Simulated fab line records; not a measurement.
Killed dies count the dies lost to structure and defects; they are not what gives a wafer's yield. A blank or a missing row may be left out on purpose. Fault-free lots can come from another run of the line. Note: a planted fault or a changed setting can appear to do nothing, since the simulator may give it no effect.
Matching of chambers :: flow n5 finfet :: N5_MOL_CONTACT_COAG_ETCH_47 on rie diel-02 has 4 sister chambers
The step etches SiNx in CH3F/O2, stops on W, target depth 27 nm. 4 wafers are shown with their chamber, then 9 later ones without.

EACH WAFER AND ITS CHAMBER
wafer: L083.4
chamber: 1
rf vpp V (V): 295.3

wafer: L087.1
chamber: 2
rf vpp V (V): 295.8

wafer: L087.2
chamber: 0
rf vpp V (V): 296.1

wafer: L087.3
chamber: 3
rf vpp V (V): 297.2

WAFERS WITHOUT THEIR CHAMBER
wafer: L090.3
rf vpp V (V): 296.4

wafer: L090.5
rf vpp V (V): 298.2

wafer: L090.6
rf vpp V (V): 296.6

wafer: L093.2
rf vpp V (V): 295.4

wafer: L093.3
rf vpp V (V): 295.4

wafer: L093.4
rf vpp V (V): 296.0

wafer: L097.2
rf vpp V (V): 296.4

wafer: L097.3
rf vpp V (V): 295.3

wafer: L097.4
rf vpp V (V): 297.1

WHICH CHAMBER EACH WENT THROUGH
wafer: L090.3
from the rows above: can't be placed: 0 or 2 or 3 or 1
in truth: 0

wafer: L090.5
from the rows above: 3
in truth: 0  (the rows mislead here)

wafer: L090.6
from the rows above: can't be placed: 0 or 3 or 2 or 1
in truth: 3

wafer: L093.2
from the rows above: can't be placed: 1 or 2 or 0
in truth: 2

wafer: L093.3
from the rows above: can't be placed: 1 or 2 or 0
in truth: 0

wafer: L093.4
from the rows above: can't be placed: 0 or 2 or 1
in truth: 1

wafer: L097.2
from the rows above: can't be placed: 0 or 2 or 3 or 1
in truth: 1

wafer: L097.3
from the rows above: can't be placed: 1 or 2 or 0
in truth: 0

wafer: L097.4
from the rows above: 3
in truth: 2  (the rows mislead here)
Correct placement for 0 of the 9. Not placeable from these rows: 7 (in 7, the candidates include the true chamber). Wrongly placed: 2.
How it was worked out, from the rows above alone: a wafer's distance from a chamber is the root of the sum, over the readings, of the square of ((its reading less the chamber's mean) divided by the reading's scatter). If the next closest chamber is less than 2 further off than the closest, the wafer can't be placed; otherwise it belongs to the closest. A chamber's mean is the mean of its shown wafers. The scatter: root of mean squared gap, hidden wafer to nearest shown wafer, with one shown wafer a chamber.
